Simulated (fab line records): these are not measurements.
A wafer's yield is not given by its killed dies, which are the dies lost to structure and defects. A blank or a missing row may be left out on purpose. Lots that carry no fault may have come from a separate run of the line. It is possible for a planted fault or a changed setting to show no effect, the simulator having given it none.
fab line records / flow n5_finfet / part 2 of 2: steps 18 to 23 of 23
[record] lots = 5 wafers = 15 last_day = 17
route steps=1938 shown BEOL_M4@1043
lots untouched by any fault: they come from a run of this same line in which no faults occurred
start_h: the number of hours between the record's first day and the start of the first shown wafer of the lot / wait_h: hours elapsed since this lot's preceding step / " repeats the value in the row above / L1.1+2: a single row standing in for several wafers / - either no value or no given start / * or withheld: withheld / < > ~ a bound
route shown NAME@n: NAME is a module with steps in the file, n the number in the route of the first one / usual: average and standard deviation across the fault-free wafers / same: alike in all rows / chamber/n: place in a boat / sites: each site's reading / _std_site: how widely they spread, as a standard deviation / _edge_site: mean of outer sites minus mean of inner sites / radius_mm: for every site, how far away it sits from the centre of the wafer / mask NAME#n: copy n / behind: the tool/chamber that last shaped the wafer / hold: the reason the lot was held/the length of the hold in hours/how it ended / device: names the non-switching transistor (n, p or np) / end of line: the same wafers' tests at the end of the route / a step given without rows: its recipe and nothing more / killed: not the wafer's yield, but the dies lost to structure and defects at the first sort / map: shows each die of a wafer: x if killed, . if not, _ if none is there
set.NAME: setting as actually run; set.NAME@STEP: the setting as run at that earlier step / model.NAME: the simulator's own value behind a step, which no gauge read
lots at selected steps of the route; one table per step, one row per wafer
services: a tool's chamber out of use, with start hour (start_h, from the record's first day; less than 0 if before it), hours out, and reason
[[steps]]
[step N5_BEOL_M4_ETCH_77]
[recipe] chemistry = N2/H2 target = underlayer target_depth_a = 65 mask_material = CAR-EUV time_s = 5.2 ion_energy_ev = 200 pressure_mtorr = 30 source_w = 840 bias_w = 150 n2_flow_sccm = 200 h2_flow_sccm = 200 ends = cleared
[usual] chamber_pressure_mTorr = 30.00/0.038 drypump_motor_current_A = 5.8/0.47 etch_rf_on_time_s = 5.20/0.084 n2_flow_sccm = 200.0/0.62 oes_product_au = 0.67/0.079 rf_vpp_V = 525.1/2.9 showerhead_plenum_p_Torr = 2.59/0.095 throttle_valve_pct = 17.87/0.25
lot.wafer=L080.2 tool=rie_diel-02 chamber=2 start_h=195.79 wait_h=0.0 chamber_pressure_mTorr=30.07 drypump_motor_current_A=5.9 etch_rf_on_time_s=5.30 n2_flow_sccm=200.0 oes_product_au=0.61 rf_hours_counter_h=198 rf_vpp_V=525.0 showerhead_plenum_p_Torr=2.63 throttle_valve_pct=17.86
lot.wafer=L080.4 tool=rie_diel-02 chamber=0 start_h=195.79 wait_h=0.0 chamber_pressure_mTorr=30.03 drypump_motor_current_A=6.4 etch_rf_on_time_s=5.21 n2_flow_sccm=200.6 oes_product_au=0.64 rf_hours_counter_h=181 rf_vpp_V=523.5 showerhead_plenum_p_Torr=2.53 throttle_valve_pct=17.64
lot.wafer=L080.6 tool=rie_diel-02 chamber=3 start_h=195.79 wait_h=0.0 chamber_pressure_mTorr=30.04 drypump_motor_current_A=5.8 etch_rf_on_time_s=5.38 n2_flow_sccm=201.8 oes_product_au=0.57 rf_hours_counter_h=- rf_vpp_V=523.8 showerhead_plenum_p_Torr=2.51 throttle_valve_pct=17.96
lot.wafer=L089.1 tool=rie_diel-06 chamber=1 start_h=257.06 wait_h=0.0 chamber_pressure_mTorr=29.91 drypump_motor_current_A=5.9 etch_rf_on_time_s=5.12 n2_flow_sccm=200.2 oes_product_au=0.77 rf_hours_counter_h=30 rf_vpp_V=525.4 showerhead_plenum_p_Torr=2.71 throttle_valve_pct=18.19
lot.wafer=L089.4 tool=rie_diel-06 chamber=3 start_h=257.06 wait_h=0.0 chamber_pressure_mTorr=29.96 drypump_motor_current_A=5.8 etch_rf_on_time_s=5.15 n2_flow_sccm=200.6 oes_product_au=0.70 rf_hours_counter_h=- rf_vpp_V=527.8 showerhead_plenum_p_Torr=2.69 throttle_valve_pct=17.78
lot.wafer=L089.6 tool=rie_diel-06 chamber=1 start_h=257.06 wait_h=0.0 chamber_pressure_mTorr=30.05 drypump_motor_current_A=5.9 etch_rf_on_time_s=5.09 n2_flow_sccm=200.4 oes_product_au=0.79 rf_hours_counter_h=- rf_vpp_V=527.8 showerhead_plenum_p_Torr=2.71 throttle_valve_pct=18.18
lot.wafer=L093.2 tool=rie_diel-05 chamber=2 start_h=280.79 wait_h=0.0 chamber_pressure_mTorr=29.91 drypump_motor_current_A=5.5 etch_rf_on_time_s=5.29 n2_flow_sccm=199.6 oes_product_au=0.71 rf_hours_counter_h=48 rf_vpp_V=527.1 showerhead_plenum_p_Torr=2.70 throttle_valve_pct=17.67
lot.wafer=L093.3 tool=rie_diel-05 chamber=0 start_h=280.79 wait_h=0.0 chamber_pressure_mTorr=29.97 drypump_motor_current_A=5.9 etch_rf_on_time_s=5.13 n2_flow_sccm=199.6 oes_product_au=0.73 rf_hours_counter_h=62 rf_vpp_V=521.8 showerhead_plenum_p_Torr=2.47 throttle_valve_pct=17.57
lot.wafer=L093.5 tool=rie_diel-05 chamber=3 start_h=280.79 wait_h=0.0 chamber_pressure_mTorr=29.94 drypump_motor_current_A=4.8 etch_rf_on_time_s=5.30 n2_flow_sccm=199.8 oes_product_au=0.57 rf_hours_counter_h=- rf_vpp_V=526.3 showerhead_plenum_p_Torr=2.62 throttle_valve_pct=18.04
lot.wafer=L095.1 tool=rie_diel-05 chamber=3 start_h=295.20 wait_h=0.0 chamber_pressure_mTorr=30.04 drypump_motor_current_A=4.9 etch_rf_on_time_s=5.30 n2_flow_sccm=199.0 oes_product_au=0.58 rf_hours_counter_h=237 rf_vpp_V=525.5 showerhead_plenum_p_Torr=2.62 throttle_valve_pct=18.04
lot.wafer=L095.5 tool=rie_diel-05 chamber=3 start_h=295.20 wait_h=0.0 chamber_pressure_mTorr=30.00 drypump_motor_current_A=4.9 etch_rf_on_time_s=5.32 n2_flow_sccm=199.3 oes_product_au=0.57 rf_hours_counter_h=- rf_vpp_V=526.4 showerhead_plenum_p_Torr=2.62 throttle_valve_pct=18.02
lot.wafer=L095.6 tool=rie_diel-05 chamber=0 start_h=295.20 wait_h=0.0 chamber_pressure_mTorr=30.03 drypump_motor_current_A=5.9 etch_rf_on_time_s=5.13 n2_flow_sccm=199.5 oes_product_au=0.72 rf_hours_counter_h=- rf_vpp_V=521.5 showerhead_plenum_p_Torr=2.46 throttle_valve_pct=17.56
lot.wafer=L096.1 tool=rie_diel-02 chamber=2 start_h=297.68 wait_h=0.0 chamber_pressure_mTorr=29.96 drypump_motor_current_A=5.9 etch_rf_on_time_s=5.26 n2_flow_sccm=198.7 oes_product_au=0.60 rf_hours_counter_h=235 rf_vpp_V=526.7 showerhead_plenum_p_Torr=2.61 throttle_valve_pct=17.92
lot.wafer=L096.2 tool=rie_diel-02 chamber=1 start_h=297.68 wait_h=0.0 chamber_pressure_mTorr=30.02 drypump_motor_current_A=6.6 etch_rf_on_time_s=5.08 n2_flow_sccm=200.3 oes_product_au=0.67 rf_hours_counter_h=121 rf_vpp_V=526.3 showerhead_plenum_p_Torr=2.67 throttle_valve_pct=17.65
lot.wafer=L096.6 tool=rie_diel-02 chamber=2 start_h=297.68 wait_h=0.0 chamber_pressure_mTorr=29.95 drypump_motor_current_A=5.9 etch_rf_on_time_s=5.22 n2_flow_sccm=199.1 oes_product_au=0.60 rf_hours_counter_h=- rf_vpp_V=525.1 showerhead_plenum_p_Torr=2.61 throttle_valve_pct=17.94
[step N5_BEOL_M4_ETCH_69]
[recipe] chemistry = CF4 target = SiARC target_depth_a = 156 mask_material = CAR-EUV time_s = 26 ion_energy_ev = 80 pressure_mtorr = 40 source_w = 545 bias_w = 36 Ar_flow_sccm = 100 cf4_flow_sccm = 100 ends = cleared
[usual] chamber_pressure_mTorr = 40.00/0.034 drypump_motor_current_A = 5.8/0.47 etch_rf_on_time_s = 26.1/0.48 oes_product_au = 0.67/0.08 rf_vpp_V = 184.5/1.4 showerhead_plenum_p_Torr = 2.17/0.077 throttle_valve_pct = 15.59/0.23
lot.wafer=L080.2 tool=rie_diel-02 chamber=2 start_h=195.81 wait_h=0.0 chamber_pressure_mTorr=40.00 drypump_motor_current_A=5.9 etch_rf_on_time_s=26.4 oes_product_au=0.61 rf_hours_counter_h=198 rf_vpp_V=184.7 showerhead_plenum_p_Torr=2.21 throttle_valve_pct=15.57
lot.wafer=L080.4 tool=rie_diel-02 chamber=0 start_h=195.81 wait_h=0.0 chamber_pressure_mTorr=40.03 drypump_motor_current_A=6.4 etch_rf_on_time_s=25.8 oes_product_au=0.63 rf_hours_counter_h=181 rf_vpp_V=183.2 showerhead_plenum_p_Torr=2.13 throttle_valve_pct=15.44
lot.wafer=L080.6 tool=rie_diel-02 chamber=3 start_h=195.81 wait_h=0.0 chamber_pressure_mTorr=40.00 drypump_motor_current_A=5.8 etch_rf_on_time_s=26.8 oes_product_au=0.57 rf_hours_counter_h=- rf_vpp_V=181.6 showerhead_plenum_p_Torr=2.11 throttle_valve_pct=15.73
lot.wafer=L089.1 tool=rie_diel-06 chamber=1 start_h=257.07 wait_h=0.0 chamber_pressure_mTorr=40.00 drypump_motor_current_A=5.9 etch_rf_on_time_s=25.3 oes_product_au=0.79 rf_hours_counter_h=30 rf_vpp_V=186.8 showerhead_plenum_p_Torr=2.27 throttle_valve_pct=15.77
lot.wafer=L089.4 tool=rie_diel-06 chamber=3 start_h=257.07 wait_h=0.0 chamber_pressure_mTorr=40.03 drypump_motor_current_A=5.7 etch_rf_on_time_s=25.4 oes_product_au=0.72 rf_hours_counter_h=- rf_vpp_V=186.5 showerhead_plenum_p_Torr=2.25 throttle_valve_pct=15.47
lot.wafer=L089.6 tool=rie_diel-06 chamber=1 start_h=257.07 wait_h=0.0 chamber_pressure_mTorr=40.00 drypump_motor_current_A=5.9 etch_rf_on_time_s=25.2 oes_product_au=0.78 rf_hours_counter_h=- rf_vpp_V=187.0 showerhead_plenum_p_Torr=2.27 throttle_valve_pct=15.76
lot.wafer=L093.2 tool=rie_diel-05 chamber=2 start_h=280.80 wait_h=0.0 chamber_pressure_mTorr=39.99 drypump_motor_current_A=5.5 etch_rf_on_time_s=26.3 oes_product_au=0.71 rf_hours_counter_h=48 rf_vpp_V=185.4 showerhead_plenum_p_Torr=2.26 throttle_valve_pct=15.48
lot.wafer=L093.3 tool=rie_diel-05 chamber=0 start_h=280.80 wait_h=0.0 chamber_pressure_mTorr=39.99 drypump_motor_current_A=5.9 etch_rf_on_time_s=25.4 oes_product_au=0.73 rf_hours_counter_h=62 rf_vpp_V=182.8 showerhead_plenum_p_Torr=2.08 throttle_valve_pct=15.26
lot.wafer=L093.5 tool=rie_diel-05 chamber=3 start_h=280.80 wait_h=0.0 chamber_pressure_mTorr=40.06 drypump_motor_current_A=4.9 etch_rf_on_time_s=26.5 oes_product_au=0.57 rf_hours_counter_h=- rf_vpp_V=185.0 showerhead_plenum_p_Torr=2.20 throttle_valve_pct=15.78
lot.wafer=L095.1 tool=rie_diel-05 chamber=3 start_h=295.22 wait_h=0.0 chamber_pressure_mTorr=39.96 drypump_motor_current_A=4.8 etch_rf_on_time_s=26.5 oes_product_au=0.58 rf_hours_counter_h=237 rf_vpp_V=185.3 showerhead_plenum_p_Torr=2.20 throttle_valve_pct=15.81
lot.wafer=L095.5 tool=rie_diel-05 chamber=3 start_h=295.22 wait_h=0.0 chamber_pressure_mTorr=40.02 drypump_motor_current_A=4.8 etch_rf_on_time_s=26.5 oes_product_au=0.57 rf_hours_counter_h=- rf_vpp_V=185.5 showerhead_plenum_p_Torr=2.20 throttle_valve_pct=15.80
lot.wafer=L095.6 tool=rie_diel-05 chamber=0 start_h=295.22 wait_h=0.0 chamber_pressure_mTorr=40.01 drypump_motor_current_A=5.9 etch_rf_on_time_s=25.8 oes_product_au=0.72 rf_hours_counter_h=- rf_vpp_V=183.6 showerhead_plenum_p_Torr=2.08 throttle_valve_pct=15.28
lot.wafer=L096.1 tool=rie_diel-02 chamber=2 start_h=297.70 wait_h=0.0 chamber_pressure_mTorr=39.97 drypump_motor_current_A=5.9 etch_rf_on_time_s=26.7 oes_product_au=0.59 rf_hours_counter_h=235 rf_vpp_V=182.1 showerhead_plenum_p_Torr=2.19 throttle_valve_pct=15.63
lot.wafer=L096.2 tool=rie_diel-02 chamber=1 start_h=297.70 wait_h=0.0 chamber_pressure_mTorr=39.99 drypump_motor_current_A=6.5 etch_rf_on_time_s=26.1 oes_product_au=0.66 rf_hours_counter_h=121 rf_vpp_V=186.5 showerhead_plenum_p_Torr=2.24 throttle_valve_pct=15.44
lot.wafer=L096.6 tool=rie_diel-02 chamber=2 start_h=297.70 wait_h=0.0 chamber_pressure_mTorr=40.03 drypump_motor_current_A=5.9 etch_rf_on_time_s=26.8 oes_product_au=0.59 rf_hours_counter_h=- rf_vpp_V=185.3 showerhead_plenum_p_Torr=2.19 throttle_valve_pct=15.66
[step N5_BEOL_M4_ALD_98]
[recipe] material = SiO2 target_thk_a = 25 temp_c = 100 ald_precursor_family = BDEAS ald_co_reactant = O2-plasma pulse_time_s = 1 co_reactant_pulse_time_s = 1 purge_time_s = 2 co_reactant_purge_time_s = 2 ald_cycles = 17 pressure_torr = 2
[usual] heater_power_w = 77/7.1 precursor_pulse_height_rel = 0.999/0.018
[same] co_reactant_purge_time_s = 2
lot.wafer=L080.2 tool=ald_sin-02 chamber=3 start_h=195.89 wait_h=0.1 heater_power_w=81 precursor_pulse_height_rel=0.996
lot.wafer=L080.4 tool=ald_sin-02 chamber=0 start_h=195.89 wait_h=0.1 heater_power_w=79 precursor_pulse_height_rel=1.001
lot.wafer=L080.6 tool=ald_sin-02 chamber=0 start_h=195.89 wait_h=0.1 heater_power_w=76 precursor_pulse_height_rel=1.012
lot.wafer=L089.1 tool=ald_sin-03 chamber=3 start_h=257.16 wait_h=0.1 heater_power_w=96 precursor_pulse_height_rel=0.998
lot.wafer=L089.4 tool=ald_sin-03 chamber=2 start_h=257.16 wait_h=0.1 heater_power_w=79 precursor_pulse_height_rel=1.022
lot.wafer=L089.6 tool=ald_sin-03 chamber=3 start_h=257.16 wait_h=0.1 heater_power_w=93 precursor_pulse_height_rel=0.970
lot.wafer=L093.2 tool=ald_sin-02 chamber=1 start_h=281.51 wait_h=0.7 heater_power_w=69 precursor_pulse_height_rel=0.972
lot.wafer=L093.3 tool=ald_sin-02 chamber=3 start_h=281.51 wait_h=0.7 heater_power_w=84 precursor_pulse_height_rel=0.997
lot.wafer=L093.5 tool=ald_sin-02 chamber=2 start_h=281.51 wait_h=0.7 heater_power_w=75 precursor_pulse_height_rel=1.037
lot.wafer=L095.1 tool=ald_sin-02 chamber=3 start_h=295.38 wait_h=0.1 heater_power_w=84 precursor_pulse_height_rel=1.004
lot.wafer=L095.5 tool=ald_sin-02 chamber=3 start_h=295.38 wait_h=0.1 heater_power_w=82 precursor_pulse_height_rel=0.997
lot.wafer=L095.6 tool=ald_sin-02 chamber=0 start_h=295.38 wait_h=0.1 heater_power_w=80 precursor_pulse_height_rel=0.992
lot.wafer=L096.1 tool=ald_sin-03 chamber=2 start_h=298.36 wait_h=0.6 heater_power_w=76 precursor_pulse_height_rel=0.994
lot.wafer=L096.2 tool=ald_sin-03 chamber=0 start_h=298.36 wait_h=0.6 heater_power_w=72 precursor_pulse_height_rel=0.968
lot.wafer=L096.6 tool=ald_sin-03 chamber=0 start_h=298.36 wait_h=0.6 heater_power_w=73 precursor_pulse_height_rel=1.035
[step N5_BEOL_M4_ETCHBACK_99]
[recipe] chemistry = CHF3 target = SiO2 target_depth_a = 50 time_s = 10.4 source_w = 215 bias_w = 47 Ar_flow_sccm = 200 CHF3_flow_sccm = 12 ion_energy_ev = 100 pressure_mtorr = 30
[usual] chamber_pressure_mTorr = 29.996/0.026 drypump_motor_current_A = 5.7/0.48 oes_product_au = 0.78/0.092 rf_vpp_V = 242.3/2.6 showerhead_plenum_p_Torr = 2.18/0.083 throttle_valve_pct = 17.05/0.24
lot.wafer=L080.2 tool=rie_diel-06 chamber=2 start_h=197.35 wait_h=1.4 chamber_pressure_mTorr=29.998 drypump_motor_current_A=5.1 oes_product_au=0.72 rf_hours_counter_h=191 rf_vpp_V=240.3 showerhead_plenum_p_Torr=2.05 throttle_valve_pct=17.38
lot.wafer=L080.4 tool=rie_diel-06 chamber=1 start_h=197.35 wait_h=1.4 chamber_pressure_mTorr=30.003 drypump_motor_current_A=5.9 oes_product_au=0.98 rf_hours_counter_h=5 rf_vpp_V=245.1 showerhead_plenum_p_Torr=2.29 throttle_valve_pct=17.18
lot.wafer=L080.6 tool=rie_diel-06 chamber=3 start_h=197.35 wait_h=1.4 chamber_pressure_mTorr=29.966 drypump_motor_current_A=5.7 oes_product_au=0.86 rf_hours_counter_h=- rf_vpp_V=245.4 showerhead_plenum_p_Torr=2.28 throttle_valve_pct=16.89
lot.wafer=L089.1 tool=rie_diel-02 chamber=1 start_h=269.87 wait_h=12.7 chamber_pressure_mTorr=29.952 drypump_motor_current_A=6.5 oes_product_au=0.78 rf_hours_counter_h=111 rf_vpp_V=240.7 showerhead_plenum_p_Torr=2.24 throttle_valve_pct=16.78
lot.wafer=L089.4 tool=rie_diel-02 chamber=2 start_h=269.87 wait_h=12.7 chamber_pressure_mTorr=29.983 drypump_motor_current_A=5.9 oes_product_au=0.70 rf_hours_counter_h=225 rf_vpp_V=244.5 showerhead_plenum_p_Torr=2.21 throttle_valve_pct=17.04
lot.wafer=L089.6 tool=rie_diel-02 chamber=0 start_h=269.87 wait_h=12.7 chamber_pressure_mTorr=29.987 drypump_motor_current_A=6.4 oes_product_au=0.72 rf_hours_counter_h=- rf_vpp_V=242.7 showerhead_plenum_p_Torr=2.13 throttle_valve_pct=16.95
lot.wafer=L093.2 tool=rie_diel-05 chamber=0 start_h=282.10 wait_h=0.5 chamber_pressure_mTorr=30.062 drypump_motor_current_A=5.9 oes_product_au=0.86 rf_hours_counter_h=62 rf_vpp_V=240.9 showerhead_plenum_p_Torr=2.09 throttle_valve_pct=16.71
lot.wafer=L093.3 tool=rie_diel-05 chamber=3 start_h=282.10 wait_h=0.5 chamber_pressure_mTorr=30.035 drypump_motor_current_A=4.8 oes_product_au=0.68 rf_hours_counter_h=234 rf_vpp_V=242.4 showerhead_plenum_p_Torr=2.21 throttle_valve_pct=17.20
lot.wafer=L093.5 tool=rie_diel-05 chamber=3 start_h=282.10 wait_h=0.5 chamber_pressure_mTorr=29.988 drypump_motor_current_A=4.8 oes_product_au=0.67 rf_hours_counter_h=- rf_vpp_V=241.2 showerhead_plenum_p_Torr=2.21 throttle_valve_pct=17.21
lot.wafer=L095.1 tool=rie_diel-06 chamber=2 start_h=299.45 wait_h=4.0 chamber_pressure_mTorr=29.993 drypump_motor_current_A=5.1 oes_product_au=0.68 rf_hours_counter_h=234 rf_vpp_V=240.1 showerhead_plenum_p_Torr=2.03 throttle_valve_pct=17.48
lot.wafer=L095.5 tool=rie_diel-06 chamber=1 start_h=299.45 wait_h=4.0 chamber_pressure_mTorr=30.008 drypump_motor_current_A=5.9 oes_product_au=0.88 rf_hours_counter_h=- rf_vpp_V=243.5 showerhead_plenum_p_Torr=2.28 throttle_valve_pct=17.25
lot.wafer=L095.6 tool=rie_diel-06 chamber=2 start_h=299.45 wait_h=4.0 chamber_pressure_mTorr=30.000 drypump_motor_current_A=5.1 oes_product_au=0.69 rf_hours_counter_h=- rf_vpp_V=239.4 showerhead_plenum_p_Torr=2.03 throttle_valve_pct=17.47
lot.wafer=L096.1 tool=rie_diel-02 chamber=0 start_h=299.90 wait_h=1.5 chamber_pressure_mTorr=30.002 drypump_motor_current_A=6.3 oes_product_au=0.72 rf_hours_counter_h=217 rf_vpp_V=242.4 showerhead_plenum_p_Torr=2.13 throttle_valve_pct=16.98
lot.wafer=L096.2 tool=rie_diel-02 chamber=2 start_h=299.90 wait_h=1.5 chamber_pressure_mTorr=29.997 drypump_motor_current_A=5.9 oes_product_au=0.70 rf_hours_counter_h=236 rf_vpp_V=245.4 showerhead_plenum_p_Torr=2.20 throttle_valve_pct=17.06
lot.wafer=L096.6 tool=rie_diel-02 chamber=0 start_h=299.90 wait_h=1.5 chamber_pressure_mTorr=30.034 drypump_motor_current_A=6.4 oes_product_au=0.71 rf_hours_counter_h=- rf_vpp_V=241.6 showerhead_plenum_p_Torr=2.13 throttle_valve_pct=16.95
[step N5_BEOL_M4_ETCH_70]
[recipe] chemistry = N2/H2 target = SOC target_depth_a = 800 overetch_a = 240 mask_material = SiARC temp_c = 40 time_s = 130 ion_energy_ev = 200 pressure_mtorr = 30 source_w = 840 bias_w = 150 n2_flow_sccm = 200 h2_flow_sccm = 200
[usual] chamber_pressure_mTorr = 30.003/0.026 drypump_motor_current_A = 5.8/0.48 n2_flow_sccm = 200.0/0.62 oes_product_au = 0.58/0.064 rf_vpp_V = 524.8/2.9 showerhead_plenum_p_Torr = 2.58/0.1 throttle_valve_pct = 17.84/0.26
lot.wafer=L080.2 tool=rie_diel-06 chamber=2 start_h=197.39 wait_h=0.0 chamber_pressure_mTorr=30.018 drypump_motor_current_A=5.1 n2_flow_sccm=200.1 oes_product_au=0.53 rf_hours_counter_h=191 rf_vpp_V=520.2 showerhead_plenum_p_Torr=2.42 throttle_valve_pct=18.18
lot.wafer=L080.4 tool=rie_diel-06 chamber=1 start_h=197.39 wait_h=0.0 chamber_pressure_mTorr=29.975 drypump_motor_current_A=5.9 n2_flow_sccm=200.2 oes_product_au=0.71 rf_hours_counter_h=5 rf_vpp_V=528.5 showerhead_plenum_p_Torr=2.72 throttle_valve_pct=18.10
lot.wafer=L080.6 tool=rie_diel-06 chamber=3 start_h=197.39 wait_h=0.0 chamber_pressure_mTorr=29.996 drypump_motor_current_A=5.7 n2_flow_sccm=200.0 oes_product_au=0.63 rf_hours_counter_h=- rf_vpp_V=528.2 showerhead_plenum_p_Torr=2.70 throttle_valve_pct=17.67
lot.wafer=L089.1 tool=rie_diel-02 chamber=1 start_h=269.90 wait_h=0.0 chamber_pressure_mTorr=29.997 drypump_motor_current_A=6.6 n2_flow_sccm=201.9 oes_product_au=0.58 rf_hours_counter_h=111 rf_vpp_V=528.6 showerhead_plenum_p_Torr=2.67 throttle_valve_pct=17.60
lot.wafer=L089.4 tool=rie_diel-02 chamber=2 start_h=269.90 wait_h=0.0 chamber_pressure_mTorr=30.018 drypump_motor_current_A=5.9 n2_flow_sccm=198.3 oes_product_au=0.52 rf_hours_counter_h=226 rf_vpp_V=525.6 showerhead_plenum_p_Torr=2.62 throttle_valve_pct=17.86
lot.wafer=L089.6 tool=rie_diel-02 chamber=0 start_h=269.90 wait_h=0.0 chamber_pressure_mTorr=30.019 drypump_motor_current_A=6.4 n2_flow_sccm=199.9 oes_product_au=0.53 rf_hours_counter_h=- rf_vpp_V=522.7 showerhead_plenum_p_Torr=2.52 throttle_valve_pct=17.62
lot.wafer=L093.2 tool=rie_diel-05 chamber=0 start_h=282.14 wait_h=0.0 chamber_pressure_mTorr=30.053 drypump_motor_current_A=5.9 n2_flow_sccm=200.6 oes_product_au=0.62 rf_hours_counter_h=62 rf_vpp_V=520.9 showerhead_plenum_p_Torr=2.47 throttle_valve_pct=17.52
lot.wafer=L093.3 tool=rie_diel-05 chamber=3 start_h=282.14 wait_h=0.0 chamber_pressure_mTorr=29.983 drypump_motor_current_A=4.8 n2_flow_sccm=199.6 oes_product_au=0.50 rf_hours_counter_h=234 rf_vpp_V=526.5 showerhead_plenum_p_Torr=2.62 throttle_valve_pct=17.98
lot.wafer=L093.5 tool=rie_diel-05 chamber=3 start_h=282.14 wait_h=0.0 chamber_pressure_mTorr=30.008 drypump_motor_current_A=4.8 n2_flow_sccm=199.4 oes_product_au=0.50 rf_hours_counter_h=- rf_vpp_V=526.5 showerhead_plenum_p_Torr=2.62 throttle_valve_pct=18.00
lot.wafer=L095.1 tool=rie_diel-06 chamber=2 start_h=299.48 wait_h=0.0 chamber_pressure_mTorr=30.010 drypump_motor_current_A=5.1 n2_flow_sccm=200.7 oes_product_au=0.51 rf_hours_counter_h=234 rf_vpp_V=522.4 showerhead_plenum_p_Torr=2.40 throttle_valve_pct=18.27
lot.wafer=L095.5 tool=rie_diel-06 chamber=1 start_h=299.48 wait_h=0.0 chamber_pressure_mTorr=30.007 drypump_motor_current_A=5.9 n2_flow_sccm=199.6 oes_product_au=0.65 rf_hours_counter_h=- rf_vpp_V=527.6 showerhead_plenum_p_Torr=2.70 throttle_valve_pct=18.18
lot.wafer=L095.6 tool=rie_diel-06 chamber=2 start_h=299.48 wait_h=0.0 chamber_pressure_mTorr=30.015 drypump_motor_current_A=5.1 n2_flow_sccm=200.9 oes_product_au=0.51 rf_hours_counter_h=- rf_vpp_V=520.7 showerhead_plenum_p_Torr=2.40 throttle_valve_pct=18.25
lot.wafer=L096.1 tool=rie_diel-02 chamber=0 start_h=299.93 wait_h=0.0 chamber_pressure_mTorr=29.973 drypump_motor_current_A=6.4 n2_flow_sccm=200.4 oes_product_au=0.52 rf_hours_counter_h=217 rf_vpp_V=523.6 showerhead_plenum_p_Torr=2.51 throttle_valve_pct=17.66
lot.wafer=L096.2 tool=rie_diel-02 chamber=2 start_h=299.93 wait_h=0.0 chamber_pressure_mTorr=29.998 drypump_motor_current_A=5.9 n2_flow_sccm=199.4 oes_product_au=0.52 rf_hours_counter_h=236 rf_vpp_V=525.6 showerhead_plenum_p_Torr=2.61 throttle_valve_pct=17.89
lot.wafer=L096.6 tool=rie_diel-02 chamber=0 start_h=299.93 wait_h=0.0 chamber_pressure_mTorr=30.014 drypump_motor_current_A=6.4 n2_flow_sccm=200.1 oes_product_au=0.53 rf_hours_counter_h=- rf_vpp_V=523.4 showerhead_plenum_p_Torr=2.51 throttle_valve_pct=17.65
[step N5_BEOL_M4_STRIP_71]
[recipe] chemistry = N2/H2 temp_c = 40 n2_flow_sccm = 200 h2_flow_sccm = 200 rf_frequency_hz = 6e+07
lot.wafer=L080.2+4+6 tool=rie_diel-06 chamber=2,1,3 start_h=197.47 wait_h=0.0
lot.wafer=L089.1+4+6 tool=rie_diel-02 chamber=1,2,0 start_h=269.99 wait_h=0.0
lot.wafer=L093.2+3+5 tool=rie_diel-05 chamber=0,3,3 start_h=282.23 wait_h=0.0
lot.wafer=L095.1+5+6 tool=rie_diel-06 chamber=2,1,2 start_h=299.57 wait_h=0.0
lot.wafer=L096.1+2+6 tool=rie_diel-02 chamber=0,2,0 start_h=300.02 wait_h=0.0
[[services]]
tool=euv_scanner-01 chamber=- start_h=183.56 hours=1.0 kind=pm
tool=rie_diel-06 chamber=0 start_h=200.31 hours=15.8 kind=repair
tool=euv_scanner-02 chamber=- start_h=200.35 hours=1.0 kind=pm
tool=euv_scanner-01 chamber=- start_h=211.95 hours=6.2 kind=pm
tool=rie_diel-02 chamber=3 start_h=221.54 hours=- kind=clean
tool=rie_diel-02 chamber=3 start_h=221.54 hours=- kind=consumable_replace:focus_ring
tool=ald_sin-03 chamber=- start_h=228.99 hours=2.8 kind=repair
tool=ald_sin-02 chamber=2 start_h=230.72 hours=4.4 kind=repair
tool=rie_metal-03 chamber=1 start_h=230.89 hours=- kind=clean
tool=rie_metal-03 chamber=1 start_h=230.89 hours=21.3 kind=scheduled_down
tool=rie_metal-03 chamber=1 start_h=230.89 hours=21.3 kind=vent_cycle
tool=euv_scanner-01 chamber=- start_h=239.71 hours=1.0 kind=pm
tool=ald_sin-02 chamber=1 start_h=244.09 hours=8.5 kind=repair
tool=euv_scanner-02 chamber=- start_h=244.92 hours=4.6 kind=pm
tool=rie_diel-06 chamber=0 start_h=247.37 hours=- kind=clean
tool=rie_diel-06 chamber=0 start_h=247.37 hours=- kind=consumable_replace:focus_ring
tool=rie_diel-06 chamber=0 start_h=247.37 hours=23.0 kind=scheduled_down
tool=rie_diel-06 chamber=0 start_h=247.37 hours=23.0 kind=vent_cycle
tool=ald_sin-02 chamber=- start_h=255.40 hours=2.2 kind=repair
tool=euv_scanner-02 chamber=- start_h=256.50 hours=1.0 kind=pm
tool=ald_sin-03 chamber=- start_h=269.27 hours=14.0 kind=pm
tool=litho_track-01 chamber=- start_h=280.77 hours=- kind=consumable_replace:filter
tool=ald_sin-03 chamber=- start_h=284.73 hours=1.1 kind=repair
tool=euv_scanner-01 chamber=- start_h=295.86 hours=1.0 kind=pm
